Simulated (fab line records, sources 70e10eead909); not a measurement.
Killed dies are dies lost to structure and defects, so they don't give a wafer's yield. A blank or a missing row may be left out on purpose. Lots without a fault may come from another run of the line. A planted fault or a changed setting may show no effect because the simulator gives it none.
Which tool did it? | flow nand_harc | 11 lots, 33 wafers sampled, at 5 steps of a route of 1159

WHAT THE GAUGES READ, wafer by wafer
NHARC_A_ZERO_WELL_CD_MEAS_10: target cd 2000 nm. Usual: cd_nm 1999.9 nm, standard deviation 1.9.
lot  | measured     | on        | cd_nm (nm)           | flag
L864 | day 6 07:57  | cd_sem-03 | 2000.9 2001.9 2001.1 |
L871 | day 8 07:14  | cd_sem-02 | 1997.9 1997.3 1998.8 |
L873 | day 8 10:55  | cd_sem-02 | 2001.5 1999.7 2000.1 |
L875 | day 9 01:29  | cd_sem-02 | 2002.0 2001.4 2002.4 |
L877 | day 9 20:22  | cd_sem-02 | 2000.7 2000.1 2001.3 |
L878 | day 10 09:53 | cd_sem-01 | 1998.4 1999.5 1997.3 |
L880 | day 10 15:51 | cd_sem-03 | 1999.9 2000.4 2000.7 |
L882 | day 10 17:55 | cd_sem-02 | 1997.4 1996.8 1998.7 |
L883 | day 11 01:09 | cd_sem-01 | 2000.7 1998.2 1999.2 |
L884 | day 11 12:04 | cd_sem-03 | 1998.0 1998.0 1999.1 |
L885 | day 11 17:40 | cd_sem-02 | 2003.0 2000.3 2000.6 |

NHARC_A_SOURCE_PLATE_INSPECT_08. Usual: raw_defect_count 61, standard deviation 22.
lot  | measured     | on                | raw_defect_count | flag
L864 | day 7 08:55  | defect_inspect-02 | 54 74 78         |
L871 | day 9 05:37  | defect_inspect-02 | 51 46 90         |
L873 | day 9 08:41  | defect_inspect-02 | 73 61 72         |
L875 | day 9 23:36  | defect_inspect-02 | 45 52 63         |
L877 | day 10 18:34 | defect_inspect-01 | 76 67 102        |
L878 | day 11 10:32 | defect_inspect-01 | 47 30 45         |
L880 | day 11 13:56 | defect_inspect-01 | 116 71 90        |
L882 | day 11 13:58 | defect_inspect-01 | 59 72 62         |
L883 | day 12 01:13 | defect_inspect-02 | 70 36 29         |
L884 | day 12 10:23 | defect_inspect-02 | 49 40 37         |
L885 | day 12 17:38 | defect_inspect-02 | 50 29 69         |

NHARC_A_ONON_D1_THK_MEAS_08: measures by ellipsometry. Usual: thk_nm 998 nm, standard deviation 9.5.
lot  | measured     | on            | thk_nm (nm)    | flag
L864 | day 7 10:46  | film_metro-01 | 1009 1008 1008 |
L871 | day 9 07:20  | film_metro-01 | 899 896 897    | OFF
L873 | day 9 10:26  | film_metro-01 | 880 879 879    | OFF
L875 | day 10 01:18 | film_metro-01 | 887 886 886    | OFF
L877 | day 10 20:17 | film_metro-02 | 1001 1001 1002 |
L878 | day 11 12:14 | film_metro-02 | 1007 1008 1006 |
L880 | day 11 15:38 | film_metro-01 | 996 996 998    |
L882 | day 11 15:44 | film_metro-01 | 994 992 994    |
L883 | day 12 02:56 | film_metro-02 | 994 996 993    |
L884 | day 12 12:06 | film_metro-02 | 1023 1023 1023 |
L885 | day 12 19:20 | film_metro-01 | 997 996 997    |

NHARC_A_ONON_D1_THK_MEAS_18: measures by ellipsometry. Usual: thk_nm 1000 nm, standard deviation 12.
lot  | measured     | on            | thk_nm (nm)    | flag
L864 | day 7 20:15  | film_metro-02 | 988 987 989    |
L871 | day 9 19:35  | film_metro-01 | 995 993 995    |
L873 | day 9 19:35  | film_metro-02 | 997 996 998    |
L875 | day 10 11:28 | film_metro-01 | 999 999 999    |
L877 | day 11 05:00 | film_metro-01 | 992 995 996    |
L878 | day 11 20:42 | film_metro-01 | 1000 997 996   |
L880 | day 12 00:11 | film_metro-02 | 995 997 996    |
L882 | day 12 00:12 | film_metro-02 | 1012 1010 1011 |
L883 | day 12 11:08 | film_metro-01 | 983 982 982    |
L884 | day 12 21:30 | film_metro-02 | 1012 1012 1011 |
L885 | day 13 04:33 | film_metro-02 | 1031 1031 1030 |

WHICH TOOL RAN EACH LOT (tool, then ch and the chambers of the sampled wafers, then the start)
lot  | NHARC_A_ONON_D1_DEP_06
L864 | pecvd_onon-01 ch 0, day 7 10:16
L871 | pecvd_onon-03 ch 0, day 9 06:49
L873 | pecvd_onon-03 ch 0, day 9 10:03
L875 | pecvd_onon-03 ch 0, day 10 00:47
L877 | pecvd_onon-02 ch 0, day 10 19:46
L878 | pecvd_onon-02 ch 0, day 11 11:47
L880 | pecvd_onon-02 ch 0, day 11 15:08
L882 | pecvd_onon-01 ch 0, day 11 15:12
L883 | pecvd_onon-02 ch 0, day 12 02:25
L884 | pecvd_onon-01 ch 0, day 12 11:35
L885 | pecvd_onon-02 ch 0, day 12 18:53
- NHARC_A_ONON_D1_DEP_06: target thk 1000 nm.

WHAT THE TOOLS THEMSELVES READ (means of the sampled wafers that have a number; where no wafer has one, the mark that the record gives instead)
NHARC_A_ONON_D1_DEP_06. Usual: susceptor_temp_C 399.98 C, standard deviation 0.21.
lot  | tool          | susceptor_temp_C (C) | flag
L864 | pecvd_onon-01 | 400.19               |
L871 | pecvd_onon-03 | 399.88               |
L873 | pecvd_onon-03 | 400.13               |
L875 | pecvd_onon-03 | 399.55               |
L877 | pecvd_onon-02 | 400.12               |
L878 | pecvd_onon-02 | 399.73               |
L880 | pecvd_onon-02 | 399.92               |
L882 | pecvd_onon-01 | 400.05               |
L883 | pecvd_onon-02 | 400.06               |
L884 | pecvd_onon-01 | 400.00               |
L885 | pecvd_onon-02 | 399.96               |

THE ANSWER, worked out from the rows above alone
Rule: a lot is off if the mean of its wafers that have a number lies more than 3 standard deviations from the usual mean. A lot without any number at a reading at which 4 lots or more have one is off too. The other lots that the step has rows for count as sound. The gauges are gone through in route order, then the tools' own readings, and for those a lot's mean is taken as printed above. The first step at which some lot is off is used, and at that step the reading that is off furthest; a lot without a number counts as furthest.
Off: L871, L873, L875, at NHARC_A_ONON_D1_THK_MEAS_08 (thk_nm).
A tool fits if, at a process step before that reading, it ran every lot that is off, and no sound lot after the first of them. The gauges at NHARC_A_ONON_D1_THK_MEAS_08 are tried like those tools. One fits: pecvd_onon-03 at NHARC_A_ONON_D1_DEP_06. It ran no sound lot before its first lot that is off in this sample, so the start can't be narrowed down.

WHAT THE SIMULATOR HAD PUT IN
Site profile drift: pecvd_onon-03, from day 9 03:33 on, at NHARC_A_ONON_D1_DEP_06. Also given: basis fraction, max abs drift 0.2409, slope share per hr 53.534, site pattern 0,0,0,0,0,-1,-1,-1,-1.
Lots struck among those shown: L871, L873, L875. The rule above found the same.
